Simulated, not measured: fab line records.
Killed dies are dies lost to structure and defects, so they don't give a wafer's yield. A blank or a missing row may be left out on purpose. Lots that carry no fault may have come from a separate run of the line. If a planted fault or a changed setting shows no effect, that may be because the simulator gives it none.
Struck lot and sound lot, side by side    flow nand-harc    15 out of 1159 route steps
Sound: wafers L674.1, L674.3, L674.6. The struck wafers were L670.1, L670.4, L670.5. Last of all comes the cause.
Each step with rows lists, per side, the tool, then ch with its chambers, then its first start. Under that, the readings that differ: sound wafers    struck wafers    difference of the means    sigmas: that difference in standard deviations of wafers without a fault.
alike: a reading whose means differ by less than 2 such deviations, as well as words and numbers matching on both sides. not compared: withheld readings; readings where some wafer has no value; bounds like >300 that might hide an equal value; numbers whose values overlap and for which the record gives no deviation.
The two part at a step that has a row with sigmas, a row that says differs or no value, or rows on one side only. When numbers do not overlap yet have no deviation, they are printed without sigmas and do not part them. Lack of a reading on every wafer of one side parts them only where that side has two or more wafers.

first, 7 steps without rows for these wafers: NHARC_P_M1_COAT_34 (time 65 s); NHARC_P_M1_COAT_03 (resist thk 90 nm); NHARC_P_M1_SOFTBAKE_04 (time 55 s); NHARC_P_M1_EBR_05; NHARC_P_M1_EXPOSE_06 (exposes mask P M1, target cd 130 nm); NHARC_P_M1_PEB_07 (peb time 65 s); NHARC_P_M1_DEVELOP_08 (develop time 35 s).
NHARC_P_M1_CD_MEAS_09: the cd target is 130 nm.
  sound on cd-sem-01 ch 0, day 10 09:40; struck on cd-sem-03 ch 0, day 9 20:55
  alike: cd-nm
NHARC_P_M1_OVL_MEAS_10: pitch 260 nm.
  sound on overlay-02 at day 10 09:45; struck on overlay-02 at day 9 21:00
  alike: overlay-x-nm, overlay-y-nm
NHARC_P_M1_INSPECT_11:
  sound on defect-inspect-01 at day 10 09:47; struck on defect-inspect-01 at day 9 21:02
  alike: raw-defect-count
NHARC_P_M1_DESCUM_14: chemistry O2, time 3 s.
  sound on rie-diel-05 ch 0,1,3, day 10 09:51; struck on rie-diel-05 ch 2,3, day 9 21:06
  alike: drypump-motor-current-A, oes-product-au, rf-vpp-V, showerhead-plenum-p-Torr, throttle-valve-pct
  not compared: rf-hours-counter-h
NHARC_P_M1_ETCH_35: etches the open film in N2/H2, target depth 40 nm, overetch 12 nm, time 43.94 s.
  sound on rie-diel-05 ch 0,3, day 10 09:58; struck on rie-diel-05 ch 0,1,2, day 9 21:12
  alike: bias-w, chamber-pressure-mTorr, drypump-motor-current-A, oes-product-au, rf-vpp-V, showerhead-plenum-p-Torr, throttle-valve-pct
  not compared: rf-hours-counter-h
NHARC_P_M1_ETCH_15: etches the open film in C4F8/Ar, target depth 182.5 nm, time 91.2 s.
  sound on rie-diel-05 ch 0,1, day 10 10:03; struck on rie-diel-05 ch 1,2,3, day 9 21:17
  no value came back on the struck wafers for bias-w (W), chamber-pressure-mTorr (mTorr), oes-product-au (a.u.), rf-vpp-V (V); on the sound wafers bias-w (W) reads 300.9 299.7 299.3
  not compared: rf-hours-counter-h
NHARC_P_M1_CD_MEAS_16:
  sound on cd-sem-02 at day 10 10:12; struck on cd-sem-02 at day 9 21:25
  alike: cd-nm
-- break in the record here, with 13 days between the starts of the struck wafers on either side (left off in module P_M1, picked up again in module END, where the first step shown is number 1159 on the route) --
NHARC_END_SORT_01:
  sound on prober-02 ch 0, day 23 03:46; struck on prober-01 ch 0, day 23 03:47
reading                   sound           struck          difference  sigmas
defect-limited-yield (%)  90.7 93.8 93.6  0 0 0           -93         -55
killed-at-periphery       11 5 3          647 659 644     +644        +99 or more
killed-dies               63 42 43        677 677 677     +628        +57
sort_bin_2_pct (%)        3.1 2.5 3.0     96.6 97.5 96.9  +94.1       +99 or more
sort-n-pass               614 635 634     0 0 0           -628        -57
sort-rim-yield-pct (%)    95 98 98        0 0 0           -97         -30
sort-yield-pct (%)        90.7 93.8 93.6  0 0 0           -93         -55
  alike: killed-at-array, killed-at-other, killed-open, killed-short, sort_bin_3_pct, sort_bin_4_pct

## WHERE THEY PART
First at NHARC_P_M1_ETCH_15; last, within this record, at NHARC_END_SORT_01.

WHY: whatever the simulator had introduced
Beginning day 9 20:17, the whole step at NHARC_P_M1_ETCH_15 was skipped on rie-diel-05. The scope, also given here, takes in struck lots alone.
